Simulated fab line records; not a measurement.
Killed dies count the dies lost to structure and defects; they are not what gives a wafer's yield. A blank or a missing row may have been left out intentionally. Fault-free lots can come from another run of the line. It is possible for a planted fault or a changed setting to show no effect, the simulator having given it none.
A struck lot beside a sound one / flow nand harc / 13 steps out of a route of 1302
Sound: the wafers L253.1, L253.2, L253.3. Struck: wafer L262.5. (L262.1, L262.4 of the same lot were not struck and are left out.) The cause comes at the end.
Per side, at each step with rows, come the tool, then ch with its chambers, and then its first start. Under that, the readings that differ: sound wafers / struck wafers / difference of the means / sigmas: that difference in standard deviations of wafers without a fault.
alike: words and numbers the same on both sides, and readings whose means are apart by under 2 such deviations; not compared: readings that were withheld, readings missing a value for some wafer, numbers with overlapping values and no deviation given by the record, and bounds like >300 which may hide the same value.
A row with sigmas, a row that says differs or no value, or rows on one side alone: a step with any of these is where the two part. Numbers that don't overlap but have no deviation are shown without sigmas and don't part them. A reading that every wafer of one side lacks parts them only if that side has two wafers or more.

first, 5 steps without rows for these wafers: NHARC_A_STAIRCASE_EBR_180; NHARC_A_STAIRCASE_EXPOSE_181 (exposes mask STAIR 2); NHARC_A_STAIRCASE_PEB_182 (peb time 130 s); NHARC_A_STAIRCASE_DEVELOP_183 (time 140 s); NHARC_A_STAIRCASE_HARDBAKE_185 (time 140 s).
NHARC_A_STAIRCASE_DESCUM_186: chemistry O2, time 3 s.
  sound on rie diel-13 ch 0,1,2, day 16 12:41; struck on rie diel-13 ch 2, day 20 15:10
  alike: drypump motor current A, oes product au, rf vpp V, showerhead plenum p Torr, throttle valve pct
  not compared: rf hours counter h
then, 1 step without rows for these wafers: NHARC_A_STAIRCASE_TRIM_187 (chemistry O2, time 211.2 s).
NHARC_A_STAIRCASE_ETCH_188: etches the open film in C4F8/O2, target depth 100 nm, time 40.5 s.
  sound on rie diel-13 ch 0,1,2; struck on rie diel-13 ch 1
  alike: oes product au, rf vpp V, run length s
  not compared: rf hours counter h
NHARC_A_STAIRCASE_TRIM_189: chemistry O2, time 211.2 s.
  sound on rie diel-13 ch 0,1,2; struck on rie diel-13 ch 1
reading=rf vpp V (V); sound=57.0 58.6 59.8; struck=56.4; difference=-2.1; sigmas=-2
  alike: drypump motor current A, oes product au, showerhead plenum p Torr, throttle valve pct
  not compared: rf hours counter h
then, 1 step without rows for these wafers: NHARC_A_STAIRCASE_ETCH_190 (etches the open film in C4F8/O2, target depth 100 nm, time 40.5 s).
NHARC_A_STAIRCASE_TRIM_191: chemistry O2, time 211.2 s.
  sound on rie diel-13 ch 0,1,2; struck on rie diel-13 ch 2
  alike: drypump motor current A, oes product au, rf vpp V, showerhead plenum p Torr, throttle valve pct
  not compared: rf hours counter h
NHARC_A_STAIRCASE_ETCH_192: etches the open film in C4F8/O2, target depth 100 nm, time 40.5 s.
  sound on rie diel-13 ch 0,1,2, day 16 13:31; struck on rie diel-13 ch 3, day 20 16:49
reading=run length s (s); sound=61.7 60.9 61.9; struck=67.7; difference=+6.2; sigmas=+16
  alike: oes product au, rf vpp V
  not compared: rf hours counter h
NHARC_A_STAIRCASE_TRIM_193: chemistry O2, time 211.2 s.
  sound on rie diel-13 ch 0,1,2; struck on rie diel-13 ch 1
  alike: drypump motor current A, oes product au, rf vpp V, showerhead plenum p Torr, throttle valve pct
  not compared: rf hours counter h

== WHERE THEY PART ==
First at NHARC_A_STAIRCASE_TRIM_189; last, within this record, at NHARC_A_STAIRCASE_ETCH_192. Later steps at which nothing parts them and some readings are alike: NHARC_A_STAIRCASE_TRIM_193.

WHY: whatever the simulator had introduced
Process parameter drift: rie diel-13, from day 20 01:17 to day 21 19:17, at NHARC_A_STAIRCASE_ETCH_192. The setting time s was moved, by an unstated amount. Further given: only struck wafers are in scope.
